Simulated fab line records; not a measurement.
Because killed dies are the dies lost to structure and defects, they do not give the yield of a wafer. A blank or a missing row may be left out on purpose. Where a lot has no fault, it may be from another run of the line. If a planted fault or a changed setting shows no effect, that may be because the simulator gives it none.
Which tool did it? :: flow nand harc :: 7 lots, 21 wafers sampled, at 4 steps of a route of 1302

WHAT THE GAUGES READ, wafer by wafer
NHARC_END_SORT_01.
lot: L768
measured: day 25 08:20
on: prober-02
killed at other: 2 0 0

lot: L770
measured: day 26 01:19
on: prober-02
killed at other: 3 3 4

lot: L783
measured: day 32 10:14
on: prober-01
killed at other: 3 3 0

lot: L784
measured: day 32 18:23
on: prober-01
killed at other: 0 0 1

TOOL THAT RAN EACH LOT (tool first, then ch and the chambers of the sampled wafers, then the start)
lot: L766
NHARC_P_M2_PVD_20: pvd sputter-03, day 6 23:07
NHARC_P_BONDPAD_DEP_00: pecvd-03 ch 0,2, day 7 01:08
NHARC_P_BONDPAD_CMP_32: cmp-03 ch 0,1,3, day 7 01:32

lot: L768
NHARC_P_M2_PVD_20: pvd sputter-02, day 7 14:59
NHARC_P_BONDPAD_DEP_00: pecvd-02 ch 0,1,2, day 7 16:56
NHARC_P_BONDPAD_CMP_32: cmp-03 ch 1,2,3, day 7 17:24

lot: L770
NHARC_P_M2_PVD_20: pvd sputter-02, day 8 14:03
NHARC_P_BONDPAD_DEP_00: pecvd-02 ch 1,2, day 8 16:20
NHARC_P_BONDPAD_CMP_32: cmp-03 ch 0,2, day 8 16:46

lot: L772
NHARC_P_M2_PVD_20: pvd sputter-01, day 9 15:30
NHARC_P_BONDPAD_DEP_00: pecvd-02 ch 0,2, day 9 17:49
NHARC_P_BONDPAD_CMP_32: cmp-03 ch 0,1, day 9 18:12

lot: L783
NHARC_P_M2_PVD_20: pvd sputter-02, day 13 22:07
NHARC_P_BONDPAD_DEP_00: pecvd-04 ch 0,1,2, day 14 00:22
NHARC_P_BONDPAD_CMP_32: cmp-04 ch 2,3, day 14 00:38

lot: L784
NHARC_P_M2_PVD_20: pvd sputter-02, day 14 15:10
NHARC_P_BONDPAD_DEP_00: pecvd-02 ch 1,2, day 14 17:13
NHARC_P_BONDPAD_CMP_32: cmp-01 ch 0,1,3, day 14 17:35

lot: L787
NHARC_P_M2_PVD_20: pvd sputter-02, day 16 09:55
NHARC_P_BONDPAD_DEP_00: pecvd-02 ch 0,2, day 16 12:25 or earlier
NHARC_P_BONDPAD_CMP_32: cmp-04 ch 1,3, day 16 12:25
- NHARC_P_M2_PVD_20: deposits TaN, target thk 5 nm, time 8.06 s.
- NHARC_P_BONDPAD_DEP_00: deposits SiCN, target thk 250 nm.
- NHARC_P_BONDPAD_CMP_32: polishes SiCN, target thk 200 nm.

THE ANSWER, worked out from the rows above alone
Rule: the lots themselves supply what counts as usual. Put in order of their means at a reading, lots are off if they are a third of the lots or fewer, leave a main group of 4 or more, and stand apart from it by a gap of 3 or more times the standard deviation of the main group's means; of several such gaps the widest counts. Not used: any main group whose means are identical at the precision the tables above print for the reading. A lot without any number at a reading at which 4 lots or more have one is off too. The other lots that the step has rows for count as sound.
Nothing can be told from this: no lot is off at any reading shown.

WHAT THE SIMULATOR HAD INSERTED
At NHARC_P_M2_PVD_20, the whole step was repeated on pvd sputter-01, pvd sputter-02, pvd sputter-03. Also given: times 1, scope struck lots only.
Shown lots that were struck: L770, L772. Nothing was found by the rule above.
